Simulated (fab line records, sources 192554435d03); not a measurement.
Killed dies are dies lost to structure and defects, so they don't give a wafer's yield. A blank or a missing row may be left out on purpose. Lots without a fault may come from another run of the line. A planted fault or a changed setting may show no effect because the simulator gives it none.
fab line records | flow n5_finfet | part 1 of 2: steps 1 to 18 of 26
record lots=5 wafers=15 last_day=17
route steps=1938 shown FIN_CUT@155
lots that met no fault: from a run of the same line without faults
start_h: hours from the record's first day to the start of the lot's first wafer shown | wait_h: hours since the lot's step before | " the same as in the row above | L1.1+2: a row that stands for several wafers | - no value, or no start given | * or withheld: withheld | < > ~ a bound
route shown NAME@n: a module of which the file shows steps, and the number in the route of the first | usual: mean/standard deviation of fault-free wafers | same: alike in all rows | chamber/n: place in a boat | sites: the reading at each site | _std_site: their standard deviation | _edge_site: outer sites' mean less inner sites' | radius_mm: how far each site lies from the wafer's centre | mask NAME#n: copy n | behind: the tool/chamber that last shaped the wafer | hold: why the lot was held/for how many hours/how that ended | device: the transistor (n, p or np) that didn't switch | end of line: the same wafers' tests at the end of the route | a step without rows: its recipe alone | killed: dies lost to structure and defects at the first sort, not the wafer's yield | map: a wafer's dies, x killed, . not, _ none there
set.NAME: the setting as run; set.NAME@STEP: as run at that earlier step | model.NAME: the simulator's own value behind a step, which no gauge read
lots at some steps of the route; a table a step, a row a wafer
services: from which hour (start_h, from the record's first day; less than 0 if before it) a tool's chamber was out of use, for how many hours, and why
## steps
# step N5_FIN_CUT_COAT_19
# recipe resist=SiARC temp_c=220 time_s=60 spin_rpm=1500 resist_thk_nm=20
# usual chill_plate_temp_C=23.00/0.09 dispense_pressure_kPa=51.8/1.5
# columns lot.wafer tool chamber start_h wait_h chill_plate_temp_C dispense_pressure_kPa
L074.1 litho_track-04 0 - - 22.96 50.7
L074.4 " 0 " " 22.97 50.6
L074.6 " 0 " " 23.01 50.6
L076.2 litho_track-01 0 - - 23.02 50.8
L076.3 " 0 " " 22.93 50.9
L076.6 " 0 " " 22.83 50.9
L081.1 litho_track-02 0 - - 22.96 54.1
L081.5 " 0 " " 22.90 54.0
L081.6 " 0 " " 22.97 54.1
L084.2 litho_track-04 0 - - 23.00 50.6
L084.3 " 0 " " 22.93 50.6
L084.5 " 0 " " 22.91 50.6
L087.3 litho_track-04 0 - - 22.88 50.7
L087.5 " 0 " " 22.88 50.7
L087.6 " 0 " " 22.95 50.6
# step N5_FIN_CUT_COAT_29
# recipe resist=underlayer temp_c=205 time_s=60 spin_rpm=1500 resist_thk_nm=10
# usual chill_plate_temp_C=22.99/0.092 dispense_pressure_kPa=51.8/1.6
# columns lot.wafer tool chamber start_h wait_h chill_plate_temp_C dispense_pressure_kPa
L074.1 litho_track-04 0 - - 22.87 50.5
L074.4 " 0 " " 23.03 50.5
L074.6 " 0 " " 23.03 50.5
L076.2 litho_track-01 0 - - 22.90 50.8
L076.3 " 0 " " 23.04 50.9
L076.6 " 0 " " 23.01 50.8
L081.1 litho_track-02 0 - - 23.06 54.0
L081.5 " 0 " " 23.14 54.1
L081.6 " 0 " " 23.13 54.1
L084.2 litho_track-04 0 - - 22.94 50.6
L084.3 " 0 " " 23.11 50.6
L084.5 " 0 " " 23.09 50.6
L087.3 litho_track-04 0 - - 23.06 50.6
L087.5 " 0 " " 23.08 50.6
L087.6 " 0 " " 23.22 50.6
# step N5_FIN_CUT_COAT_02
# recipe resist=CAR-EUV spin_rpm=1500 resist_thk_nm=30
# usual chill_plate_temp_C=22.99/0.097 dispense_pressure_kPa=51.8/1.6
# columns lot.wafer tool chamber start_h wait_h chill_plate_temp_C dispense_pressure_kPa
L074.1 litho_track-04 0 - - 23.10 50.5
L074.4 " 0 " " 23.19 50.6
L074.6 " 0 " " 23.08 50.5
L076.2 litho_track-01 0 - - 22.88 50.8
L076.3 " 0 " " 22.98 50.7
L076.6 " 0 " " 22.90 50.8
L081.1 litho_track-02 0 - - 22.93 54.0
L081.5 " 0 " " 23.20 54.0
L081.6 " 0 " " 23.06 54.0
L084.2 litho_track-04 0 - - 22.89 50.6
L084.3 " 0 " " 22.86 50.6
L084.5 " 0 " " 22.96 50.6
L087.3 litho_track-04 0 - - 22.99 50.5
L087.5 " 0 " " 22.99 50.5
L087.6 " 0 " " 23.09 50.6
# step N5_FIN_CUT_EBR_04
# recipe solvent=PGMEA ebr_width_mm=1.5
# usual chill_plate_temp_C=22.97/0.11
# columns lot.wafer tool chamber start_h wait_h chill_plate_temp_C
L074.1 litho_track-04 0 - - 22.94
L074.4 " 0 " " 23.07
L074.6 " 0 " " 22.98
L076.2 litho_track-01 0 - - 23.04
L076.3 " 0 " " 22.90
L076.6 " 0 " " 23.18
L081.1 litho_track-02 0 - - 22.84
L081.5 " 0 " " 22.82
L081.6 " 0 " " 22.88
L084.2 litho_track-04 0 - - 22.96
L084.3 " 0 " " 23.03
L084.5 " 0 " " 22.93
L087.3 litho_track-04 0 - - 22.98
L087.5 " 0 " " 22.82
L087.6 " 0 " " 22.94
# step N5_FIN_CUT_SOFTBAKE_03
# recipe temp_c=110 time_s=60 resist=CAR-EUV
# usual chill_plate_temp_C=23.02/0.1
# columns lot.wafer tool chamber start_h wait_h chill_plate_temp_C
L074.1 litho_track-04 0 - - 23.03
L074.4 " 0 " " 22.95
L074.6 " 0 " " 22.93
L076.2 litho_track-01 0 - - 23.26
L076.3 " 0 " " 23.19
L076.6 " 0 " " 23.06
L081.1 litho_track-02 0 - - 23.05
L081.5 " 0 " " 23.16
L081.6 " 0 " " 23.06
L084.2 litho_track-04 0 - - 22.76
L084.3 " 0 " " 22.98
L084.5 " 0 " " 23.03
L087.3 litho_track-04 0 - - 22.88
L087.5 " 0 " " 22.87
L087.6 " 0 " " 23.05
# step N5_FIN_CUT_EXPOSE_05
# recipe mask_id=FIN_CUT na=0.33 source_shape=annular sigma_inner=0.35 sigma_outer=0.8 polarization=unpolarized dose_mj=45.75
# columns lot.wafer tool chamber start_h wait_h mask
L074.1+4+6 euv_scanner-02 0 28.79 - FIN_CUT#0
L076.2+3+6 euv_scanner-01 0 38.50 - FIN_CUT#0
L081.1+5+6 euv_scanner-02 0 68.50 - FIN_CUT#0
L084.2+3+5 euv_scanner-01 0 87.62 - FIN_CUT#0
L087.3+5+6 euv_scanner-01 0 105.19 - FIN_CUT#0
# step N5_FIN_CUT_PEB_06
# recipe peb_temp_c=100 peb_time_s=60 resist=CAR-EUV
# usual chill_plate_temp_C=23.02/0.12
# columns lot.wafer tool chamber start_h wait_h chill_plate_temp_C
L074.1 litho_track-04 0 28.86 0.1 23.07
L074.4 " 0 " " 23.00
L074.6 " 0 " " 23.00
L076.2 litho_track-04 0 38.56 0.1 23.22
L076.3 " 0 " " 23.09
L076.6 " 0 " " 22.93
L081.1 litho_track-01 0 68.57 0.1 22.92
L081.5 " 0 " " 23.13
L081.6 " 0 " " 23.06
L084.2 litho_track-01 0 87.68 0.1 23.13
L084.3 " 0 " " 22.90
L084.5 " 0 " " 23.02
L087.3 litho_track-02 0 105.24 0.0 22.88
L087.5 " 0 " " 22.92
L087.6 " 0 " " 22.83
# step N5_FIN_CUT_DEVELOP_07
# recipe develop_time_s=30 developer=TMAH resist=CAR-EUV rinse_liquid=surfactant_rinse dry=air_spin dev_temp_c=23
# usual chill_plate_temp_C=23.02/0.098
# columns lot.wafer tool chamber start_h wait_h chill_plate_temp_C
L074.1 litho_track-04 0 - - 23.07
L074.4 " 0 " " 23.05
L074.6 " 0 " " 23.17
L076.2 litho_track-04 0 - - 22.96
L076.3 " 0 " " 23.05
L076.6 " 0 " " 22.97
L081.1 litho_track-01 0 - - 23.16
L081.5 " 0 " " 22.96
L081.6 " 0 " " 23.08
L084.2 litho_track-01 0 - - 22.98
L084.3 " 0 " " 22.94
L084.5 " 0 " " 23.08
L087.3 litho_track-02 0 - - 23.12
L087.5 " 0 " " 22.98
L087.6 " 0 " " 22.94
# step N5_FIN_CUT_CD_MEAS_08
# recipe target_cd_nm=29.1 landing_energy_ev=500 detector=se_inlens polarity=opening
# usual cd_nm=29.24/0.23
# columns lot.wafer tool chamber start_h wait_h cd_nm
L074.1 cd_sem-03 0 28.93 - 29.40
L074.4 " 0 " " 29.42
L074.6 " 0 " " 29.43
L076.2 cd_sem-02 0 38.63 - 29.37
L076.3 " 0 " " 29.38
L076.6 " 0 " " 29.40
L081.1 cd_sem-02 0 68.63 - 29.31
L081.5 " 0 " " 28.88
L081.6 " 0 " " 29.08
L084.2 cd_sem-01 0 87.75 - 29.00
L084.3 " 0 " " 29.18
L084.5 " 0 " " 29.34
L087.3 cd_sem-03 0 105.31 - 29.29
L087.5 " 0 " " 28.97
L087.6 " 0 " " 29.37
# step N5_FIN_CUT_OVL_MEAS_09
# recipe points_per_wafer=522
# usual FIN_CUT_OVL=-0.1/0.62
# columns lot.wafer tool chamber start_h wait_h FIN_CUT_OVL[nm]
L074.1 overlay-02 0 28.96 0.0 0.1
L074.4 " 0 " " -0.4
L074.6 " 0 " " 0.4
L076.2 overlay-01 0 38.66 0.0 0.5
L076.3 " 0 " " 1.3
L076.6 " 0 " " -0.3
L081.1 overlay-01 0 68.66 0.0 -1.0
L081.5 " 0 " " 0.5
L081.6 " 0 " " -0.3
L084.2 overlay-02 0 87.78 0.0 -0.1
L084.3 " 0 " " -1.2
L084.5 " 0 " " -0.8
L087.3 overlay-01 0 105.35 0.0 0.7
L087.5 " 0 " " -0.4
L087.6 " 0 " " -0.1
# step N5_FIN_CUT_INSPECT_10
# recipe mode=adi inspect_instrument=brightfield
# usual raw_defect_count=42/12
# columns lot.wafer tool chamber start_h wait_h raw_defect_count
L074.1 defect_inspect-02 - 29.02 0.1 38
L074.4 " - " " 19
L074.6 " - " " 34
L076.2 defect_inspect-01 - 38.72 0.0 39
L076.3 " - " " 30
L076.6 " - " " 68
L081.1 defect_inspect-01 - 68.72 0.1 40
L081.5 " - " " 48
L081.6 " - " " 27
L084.2 defect_inspect-02 - 87.84 0.0 43
L084.3 " - " " 43
L084.5 " - " " 24
L087.3 defect_inspect-02 - 105.40 0.0 33
L087.5 " - " " 37
L087.6 " - " " 34
# step N5_FIN_CUT_DESCUM_13
# recipe chemistry=O2 time_s=7 source_power_w=50 bias_power_w=20 pressure_mtorr=20 rf_frequency_hz=2.712e+07 temp_c=40 resist=CAR-EUV o2_flow_sccm=225
# usual bias_power_w=20.00/0.061 drypump_motor_current_A=5.6/0.43 oes_product_au=0.80/0.077 rf_vpp_V=243.5/1.4 showerhead_plenum_p_Torr=2.12/0.077 throttle_valve_pct=20.47/0.21
# columns lot.wafer tool chamber start_h wait_h bias_power_w drypump_motor_current_A oes_product_au rf_hours_counter_h rf_vpp_V showerhead_plenum_p_Torr throttle_valve_pct
L074.1 rie_diel-03 3 29.05 0.0 19.96 4.9 0.80 130 244.8 2.18 20.67
L074.4 " 0 " " 19.96 6.0 0.70 245 244.1 2.15 20.66
L074.6 " 1 " " 19.95 6.5 0.82 - 241.9 2.14 20.59
L076.2 rie_diel-03 0 38.96 0.2 19.90 6.0 0.69 249 244.3 2.15 20.70
L076.3 " 2 " " 19.91 5.4 0.71 175 244.2 2.20 20.74
L076.6 " 0 " " 20.05 6.0 0.69 - 243.7 2.15 20.70
L081.1 rie_diel-02 2 68.93 0.2 19.98 5.6 0.76 147 242.7 2.11 20.43
L081.5 " 1 " " 20.09 5.4 0.91 - 245.1 2.22 20.10
L081.6 " 0 " " 20.00 5.5 0.84 - 241.6 2.04 20.24
L084.2 rie_diel-06 3 87.87 0.0 19.98 5.8 0.72 172 243.2 2.06 20.37
L084.3 " 2 " " 20.03 5.8 0.83 77 241.3 1.97 20.55
L084.5 " 1 " " 19.95 5.4 0.88 - 243.6 2.12 20.34
L087.3 rie_diel-03 0 105.73 0.3 19.96 6.0 0.95 12 243.8 2.14 20.34
L087.5 " 0 " " 19.93 6.0 0.94 - 244.9 2.14 20.34
L087.6 " 3 " " 19.96 4.9 0.76 - 245.6 2.18 20.71
# step N5_FIN_CUT_ETCH_30
# recipe chemistry=N2/H2 target=underlayer target_depth_a=130 mask_material=CAR-EUV time_s=10.4 ion_energy_ev=200 pressure_mtorr=30 source_w=840 bias_w=150 n2_flow_sccm=200 h2_flow_sccm=200 ends=cleared
# usual drypump_motor_current_A=5.6/0.43 etch_rf_on_time_s=10.4/0.43 h2_flow_sccm=200.0/0.56 oes_product_au=0.68/0.062 rf_vpp_V=524.6/2.5 showerhead_plenum_p_Torr=2.57/0.088 throttle_valve_pct=17.86/0.23
# columns lot.wafer tool chamber start_h wait_h drypump_motor_current_A etch_rf_on_time_s h2_flow_sccm oes_product_au rf_hours_counter_h rf_vpp_V showerhead_plenum_p_Torr throttle_valve_pct
L074.1 rie_diel-03 3 29.09 0.0 4.9 10.1 200.5 0.68 130 527.2 2.66 18.19
L074.4 " 0 " " 6.0 10.7 201.0 0.58 245 525.4 2.65 18.40
L074.6 " 1 " " 6.5 10.3 200.8 0.69 - 524.9 2.55 17.67
L076.2 rie_diel-03 0 39.00 0.0 6.0 10.9 199.7 0.58 249 527.5 2.64 18.40
L076.3 " 2 " " 5.4 10.0 200.3 0.64 175 525.6 2.63 17.84
L076.6 " 0 " " 6.0 10.9 199.6 0.58 - 525.2 2.64 18.41
L081.1 rie_diel-02 2 68.96 0.0 5.5 9.7 200.8 0.68 147 524.2 2.53 17.78
L081.5 " 1 " " 5.4 9.7 200.5 0.80 - 526.9 2.69 17.51
L081.6 " 0 " " 5.5 10.7 199.2 0.70 - 522.4 2.49 17.79
L084.2 rie_diel-06 3 87.90 0.0 5.8 10.6 199.4 0.60 172 523.8 2.53 17.92
L084.3 " 2 " " 5.9 10.8 199.5 0.69 77 519.8 2.38 17.86
L084.5 " 1 " " 5.4 10.7 200.4 0.75 - 525.2 2.57 17.60
L087.3 rie_diel-03 0 105.76 0.0 6.0 10.9 200.5 0.77 12 524.9 2.64 18.01
L087.5 " 0 " " 6.0 10.9 200.8 0.77 - 525.0 2.64 18.01
L087.6 " 3 " " 4.9 10.3 199.8 0.66 - 526.4 2.65 18.20
# step N5_FIN_CUT_ETCH_20
# recipe chemistry=CF4 target=SiARC target_depth_a=260 mask_material=CAR-EUV time_s=43.3 ion_energy_ev=80 pressure_mtorr=40 source_w=545 bias_w=36 Ar_flow_sccm=100 cf4_flow_sccm=100 ends=cleared
# usual drypump_motor_current_A=5.6/0.43 etch_rf_on_time_s=43.4/1.7 oes_product_au=0.68/0.062 rf_vpp_V=184.3/1.2 showerhead_plenum_p_Torr=2.16/0.072 throttle_valve_pct=15.61/0.18
# columns lot.wafer tool chamber start_h wait_h drypump_motor_current_A etch_rf_on_time_s oes_product_au rf_hours_counter_h rf_vpp_V showerhead_plenum_p_Torr throttle_valve_pct
L074.1 rie_diel-03 3 29.11 0.0 4.9 42.8 0.67 130 185.8 2.23 15.82
L074.4 " 0 " " 6.0 45.4 0.58 245 186.2 2.20 15.92
L074.6 " 1 " " 6.5 43.3 0.70 - 184.3 2.17 15.59
L076.2 rie_diel-03 0 39.02 0.0 6.0 45.3 0.57 249 184.4 2.20 15.92
L076.3 " 2 " " 5.4 42.6 0.62 175 184.7 2.20 15.54
L076.6 " 0 " " 6.0 45.6 0.58 - 185.5 2.20 15.92
L081.1 rie_diel-02 2 68.98 0.0 5.5 40.8 0.68 147 183.7 2.15 15.65
L081.5 " 1 " " 5.4 41.1 0.78 - 185.3 2.28 15.32
L081.6 " 0 " " 5.5 44.1 0.72 - 184.2 2.08 15.35
L084.2 rie_diel-06 3 87.92 0.0 5.8 44.0 0.62 172 184.3 2.14 15.84
L084.3 " 2 " " 5.9 44.8 0.69 77 181.7 2.01 15.54
L084.5 " 1 " " 5.4 44.9 0.74 - 185.0 2.19 15.56
L087.3 rie_diel-03 0 105.78 0.0 6.0 45.6 0.77 12 185.1 2.20 15.47
L087.5 " 0 " " 6.0 46.3 0.76 - 184.3 2.20 15.45
L087.6 " 3 " " 4.9 43.0 0.66 - 186.0 2.23 15.85
# step N5_FIN_CUT_ETCH_21
# recipe chemistry=N2/H2 target=SOC target_depth_a=2190 overetch_a=438 mask_material=SiARC temp_c=40 ion_energy_ev=100 bias_w=61 time_s=523.5 pressure_mtorr=30 source_w=850 n2_flow_sccm=200 h2_flow_sccm=200
# usual drypump_motor_current_A=5.6/0.43 h2_flow_sccm=200.0/0.56 oes_product_au=0.73/0.065 rf_vpp_V=241.2/1.3 showerhead_plenum_p_Torr=2.57/0.088 throttle_valve_pct=17.81/0.23
# columns lot.wafer tool chamber start_h wait_h drypump_motor_current_A h2_flow_sccm oes_product_au rf_hours_counter_h rf_vpp_V showerhead_plenum_p_Torr throttle_valve_pct
L074.1 rie_diel-03 3 29.15 0.0 4.9 200.5 0.72 130 242.4 2.66 18.11
L074.4 " 0 " " 6.0 199.1 0.64 246 241.2 2.65 18.36
L074.6 " 1 " " 6.5 200.5 0.74 - 240.9 2.55 17.61
L076.2 rie_diel-03 0 39.06 0.0 6.0 200.6 0.63 249 242.0 2.64 18.36
L076.3 " 2 " " 5.4 199.4 0.67 175 244.1 2.63 17.81
L076.6 " 0 " " 6.0 200.1 0.64 - 239.2 2.64 18.37
L081.1 rie_diel-02 2 69.02 0.0 5.6 199.7 0.70 147 241.6 2.52 17.72
L081.5 " 1 " " 5.4 200.5 0.82 - 241.9 2.69 17.43
L081.6 " 0 " " 5.5 199.5 0.77 - 240.3 2.49 17.74
L084.2 rie_diel-06 3 87.96 0.0 5.8 199.5 0.66 172 241.4 2.53 17.85
L084.3 " 2 " " 5.8 199.5 0.76 77 238.3 2.38 17.85
L084.5 " 1 " " 5.4 200.3 0.82 - 241.2 2.57 17.53
L087.3 rie_diel-03 0 105.82 0.0 6.0 200.7 0.86 12 241.4 2.64 17.97
L087.5 " 0 " " 6.0 200.0 0.85 - 240.8 2.64 17.96
L087.6 " 3 " " 4.9 199.4 0.71 - 243.8 2.65 18.19
# step N5_FIN_CUT_STRIP_23
# recipe chemistry=N2/H2 temp_c=40 n2_flow_sccm=200 h2_flow_sccm=200 rf_frequency_hz=6e+07
# columns lot.wafer tool chamber start_h wait_h
L074.1+4+6 rie_diel-03 3,0,1 29.45 0.2
L076.2+3+6 rie_diel-03 0,2,0 39.36 0.2
L081.1+5+6 rie_diel-02 2,1,0 69.32 0.2
L084.2+3+5 rie_diel-06 3,2,1 88.27 0.2
L087.3+5+6 rie_diel-03 0,0,3 106.13 0.2
# step N5_FIN_CUT_STRIP_31
# recipe chemistry=N2/H2 temp_c=40 n2_flow_sccm=200 h2_flow_sccm=200 rf_frequency_hz=6e+07
# columns lot.wafer tool chamber start_h wait_h
L074.1+4+6 rie_diel-03 3,0,1 29.46 0.0
L076.2+3+6 rie_diel-03 0,2,0 39.37 0.0
L081.1+5+6 rie_diel-02 2,1,0 69.33 0.0
L084.2+3+5 rie_diel-06 3,2,1 88.28 0.0
L087.3+5+6 rie_diel-03 0,0,3 106.14 0.0
# step N5_FIN_CUT_STRIP_24
# recipe chemistry=CF4 resist=SiARC power_w=300 bias_power_w=75 pressure_mtorr=50 cf4_flow_sccm=150 rf_frequency_hz=6e+07
# usual bias_power_w=75.01/0.23 drypump_motor_current_A=5.6/0.43 oes_product_au=0.79/0.07 rf_vpp_V=271.5/1.4 showerhead_plenum_p_Torr=1.81/0.06 throttle_valve_pct=13.58/0.19
# columns lot.wafer tool chamber start_h wait_h bias_power_w drypump_motor_current_A oes_product_au rf_hours_counter_h rf_vpp_V showerhead_plenum_p_Torr throttle_valve_pct
L074.1 rie_diel-03 3 29.47 0.0 75.16 4.9 0.78 130 271.9 1.87 13.76
L074.4 " 0 " " 75.15 6.0 0.68 246 272.0 1.86 13.98
L074.6 " 1 " " 74.97 6.5 0.80 - 270.6 1.82 13.59
L076.2 rie_diel-03 0 39.38 0.0 75.44 6.0 0.68 250 272.1 1.86 13.96
L076.3 " 2 " " 74.81 5.4 0.71 175 273.6 1.83 13.47
L076.6 " 0 " " 75.19 6.0 0.69 - 270.9 1.86 13.98
L081.1 rie_diel-02 2 69.34 0.0 74.82 5.5 0.76 147 271.0 1.81 13.63
L081.5 " 1 " " 74.94 5.4 0.88 - 272.7 1.91 13.29
L081.6 " 0 " " 75.21 5.5 0.83 - 269.9 1.74 13.33
L084.2 rie_diel-06 3 88.29 0.0 74.95 5.8 0.72 172 272.2 1.80 13.83
L084.3 " 2 " " 74.72 5.8 0.82 77 268.1 1.69 13.54
L084.5 " 1 " " 75.25 5.4 0.88 - 270.7 1.81 13.44
L087.3 rie_diel-03 0 106.15 0.0 75.08 6.0 0.92 12 272.9 1.85 13.43
L087.5 " 0 " " 75.04 6.0 0.91 - 270.5 1.85 13.43
L087.6 " 3 " " 74.34 4.9 0.76 - 271.6 1.87 13.84
